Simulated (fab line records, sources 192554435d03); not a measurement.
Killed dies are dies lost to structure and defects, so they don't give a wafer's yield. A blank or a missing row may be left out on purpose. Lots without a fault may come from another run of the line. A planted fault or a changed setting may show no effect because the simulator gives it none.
A struck lot beside a sound one | flow n5_finfet | 29 steps out of a route of 1938
Sound: wafers L700.2, L700.5, L700.6. Struck: wafer L708.5. (L708.4 of the same lot was not struck and is left out.) The cause comes at the end.
At each step with rows: each side's tool, then ch and its chambers, then its first start. Under that, the readings that differ: sound wafers | struck wafers | difference of the means | sigmas: that difference in standard deviations of wafers without a fault.
alike: readings whose means differ by less than 2 such deviations, and words and numbers that are the same on both sides. not compared: withheld readings, readings that some wafer has no value for, bounds like >300 that may hide the same value, and numbers for which the record gives no deviation and whose values overlap.
The two part at a step that has a row with sigmas, a row that says differs or no value, or rows on one side only. Numbers that don't overlap but have no deviation are shown without sigmas and don't part them. A reading that every wafer of one side lacks parts them only if that side has two wafers or more.

first, 1 step without rows for these wafers: N5_BEOL_M14_ETCH_59 (etches BARC in N2/H2, target depth 89 nm, overetch 26.7 nm, time 67.9 s).
N5_BEOL_M14_VIA_ETCH_16: etches SiO2 in C4F8/O2/Ar, target depth 1231.3 nm.
  sound on rie_diel-02 ch 0,1,3, day 13 22:12; struck on rie_diel-01 ch 2, day 15 16:32
  reading                         | sound             | struck | difference | sigmas
  drypump_motor_current_A (A)     | 6.5 6.0 6.3       | 4.9    | -1.4       | -2
  he_inner_torr (Torr)            | 14.98 15.06 15.01 | 14.93  | -0.09      | -3
  showerhead_plenum_p_Torr (Torr) | 3.61 3.63 3.51    | 3.25   | -0.33      | -3
  alike: oes_product_au, rf_vpp_V, throttle_valve_pct
then, 1 step without rows for these wafers: N5_BEOL_M14_STRIP_63 (strips in O2).
N5_BEOL_M14_STRIP_64: strips in O2.
  sound on rie_diel-02 ch 0,1,3; struck on rie_diel-01 ch 2
  reading                         | sound          | struck | difference | sigmas
  drypump_motor_current_A (A)     | 6.5 6.0 6.3    | 4.9    | -1.4       | -2
  showerhead_plenum_p_Torr (Torr) | 2.20 2.23 2.14 | 1.98   | -0.21      | -3
  alike: oes_product_au, rf_vpp_V, temp_c, throttle_valve_pct
  not compared: rf_hours_counter_h
then, 2 steps without rows for these wafers: N5_BEOL_M14_STRIP_71 (strips in post etch residue remover, time 60 s); N5_BEOL_M14_SRD_72 (time 30 s, dry time 30 s).
N5_BEOL_M14_CD_MEAS_17: target cd 250 nm.
  sound on cd_sem-02, day 13 22:33; struck on cd_sem-03, day 15 16:49
  alike: cd_nm
then, 5 steps without rows for these wafers: N5_BEOL_M14_COAT_65 (time 60 s, resist thk 450 nm); N5_BEOL_M14_COAT_66 (time 60 s, resist thk 110 nm); N5_BEOL_M14_COAT_22 (resist thk 300 nm); N5_BEOL_M14_EBR_24; N5_BEOL_M14_SOFTBAKE_23 (time 60 s).
N5_BEOL_M14_EXPOSE_25: exposes mask M14, target cd 280 nm.
  sound on krf_scanner-02 ch 0, day 13 22:43; struck on krf_scanner-01 ch 0, day 15 16:59
  alike: mask
then, 3 steps without rows for these wafers: N5_BEOL_M14_PEB_26 (peb time 90 s); N5_BEOL_M14_DEVELOP_27 (develop time 45 s); N5_BEOL_M14_HARDBAKE_32 (time 120 s).
N5_BEOL_M14_CD_MEAS_28: target cd 284.4 nm.
  sound on cd_sem-03 ch 0, day 13 22:53; struck on cd_sem-02 ch 0, day 15 17:08
  reading    | sound             | struck | difference | sigmas
  cd_nm (nm) | 282.1 282.8 286.0 | 291.8  | +8.2       | +5
N5_BEOL_M14_OVL_MEAS_29:
  sound on overlay-01 ch 0, day 13 22:55; struck on overlay-01 ch 0, day 15 17:10
  alike: M14_OVL
N5_BEOL_M14_INSPECT_30: inspects for defects (macro).
  sound on defect_inspect-02, day 13 22:56; struck on defect_inspect-01, day 15 17:11
  alike: raw_defect_count
N5_BEOL_M14_DESCUM_33: chemistry O2, time 7.9 s.
  sound on rie_diel-02 ch 1,3, day 13 22:58; struck on rie_diel-01 ch 2, day 15 17:38
  reading                         | sound             | struck | difference | sigmas
  drypump_motor_current_A (A)     | 6.0 6.0 6.5       | 4.9    | -1.3       | -2
  oes_product_au (a.u.)           | 0.86 0.85 0.85    | 0.66   | -0.19      | -2
  rf_vpp_V (V)                    | 245.4 244.9 243.3 | 240.8  | -3.7       | -3
  showerhead_plenum_p_Torr (Torr) | 2.22 2.22 2.20    | 1.98   | -0.23      | -3
  model.BEOL_M14.cd_nm (nm)       | 282.2 282.8 286   | 292    | +8         |
  alike: temp_c, throttle_valve_pct
  not compared: rf_hours_counter_h
N5_BEOL_M14_ETCH_67: etches SiARC in CF4, target depth 143 nm, time 238.3 s.
  sound on rie_diel-02 ch 1,3, day 13 23:00; struck on rie_diel-01 ch 2, day 15 17:43
  reading                         | sound          | struck | difference | sigmas
  drypump_motor_current_A (A)     | 5.9 5.9 6.5    | 4.9    | -1.2       | -2
  oes_product_au (a.u.)           | 0.73 0.73 0.72 | 0.56   | -0.17      | -2
  showerhead_plenum_p_Torr (Torr) | 2.27 2.27 2.26 | 2.02   | -0.25      | -4
  alike: etch_rf_on_time_s, rf_vpp_V, throttle_valve_pct
  not compared: rf_hours_counter_h
N5_BEOL_M14_ETCH_68: etches SOC in N2/H2, time 450 s.
  sound on rie_diel-02 ch 1,3, day 13 23:09; struck on rie_diel-01 ch 2, day 15 17:56
  reading                         | sound             | struck | difference | sigmas
  drypump_motor_current_A (A)     | 6.0 6.0 6.5       | 4.9    | -1.3       | -2
  oes_product_au (a.u.)           | 0.85 0.85 0.84    | 0.67   | -0.18      | -2
  rf_vpp_V (V)                    | 528.5 527.5 527.5 | 517.8  | -10.0      | -4
  showerhead_plenum_p_Torr (Torr) | 2.67 2.67 2.69    | 2.40   | -0.28      | -3
  alike: temp_c, throttle_valve_pct
  not compared: rf_hours_counter_h
then, 1 step without rows for these wafers: N5_BEOL_M14_STRIP_69 (strips in N2/H2).
N5_BEOL_M14_TRENCH_ETCH_34: etches SiO2 in C4F8/O2/Ar, target depth 556.65 nm, time 126.9 s.
  sound on rie_diel-02 ch 1,3, day 13 23:25; struck on rie_diel-01 ch 2, day 15 18:08
  reading                         | sound          | struck | difference | sigmas
  drypump_motor_current_A (A)     | 6.0 6.0 6.5    | 4.9    | -1.3       | -2
  oes_product_au (a.u.)           | 0.85 0.86 0.85 | 0.66   | -0.19      | -2
  showerhead_plenum_p_Torr (Torr) | 3.63 3.63 3.61 | 3.25   | -0.37      | -3
  alike: he_inner_torr, rf_vpp_V, throttle_valve_pct
  not compared: rf_hours_counter_h
then, 1 step without rows for these wafers: N5_BEOL_M14_STRIP_70 (strips in C4F8/O2/Ar).
N5_BEOL_M14_OCD_MEAS_35:
  sound on ocd-01, day 13 23:35; struck on ocd-01, day 15 18:14
  reading              | sound       | struck | difference | sigmas
  trench_depth_nm (nm) | 570 575 553 | 540    | -26        | -2
then, 1 step without rows for these wafers: N5_BEOL_M14_STRIP_37 (strips in O2).
N5_BEOL_M14_ETCH_38: etches SiCN in CF4/N2, target depth 106.5 nm, time 120.6 s.
  sound on rie_diel-02 ch 0,1; struck on rie_diel-01 ch 2
  reading                         | sound             | struck | difference | sigmas
  drypump_motor_current_A (A)     | 6.3 6.5 6.2       | 4.9    | -1.4       | -3
  rf_vpp_V (V)                    | 383.2 386.9 384.2 | 378.2  | -6.6       | -3
  showerhead_plenum_p_Torr (Torr) | 2.26 2.33 2.26    | 2.09   | -0.19      | -3
  model.BEOL_M14.cd_nm (nm)       | 276.6 277.6 280.6 | 289.4  | +11.1      |
  alike: oes_product_au, throttle_valve_pct
  not compared: rf_hours_counter_h
then, 1 step without rows for these wafers: N5_BEOL_M14_PRECLEAN_39 (cleans in residue remover, time 60 s).

WHERE THEY PART
First at N5_BEOL_M14_VIA_ETCH_16; last, within this record, at N5_BEOL_M14_ETCH_38.

WHY: what the simulator had put in
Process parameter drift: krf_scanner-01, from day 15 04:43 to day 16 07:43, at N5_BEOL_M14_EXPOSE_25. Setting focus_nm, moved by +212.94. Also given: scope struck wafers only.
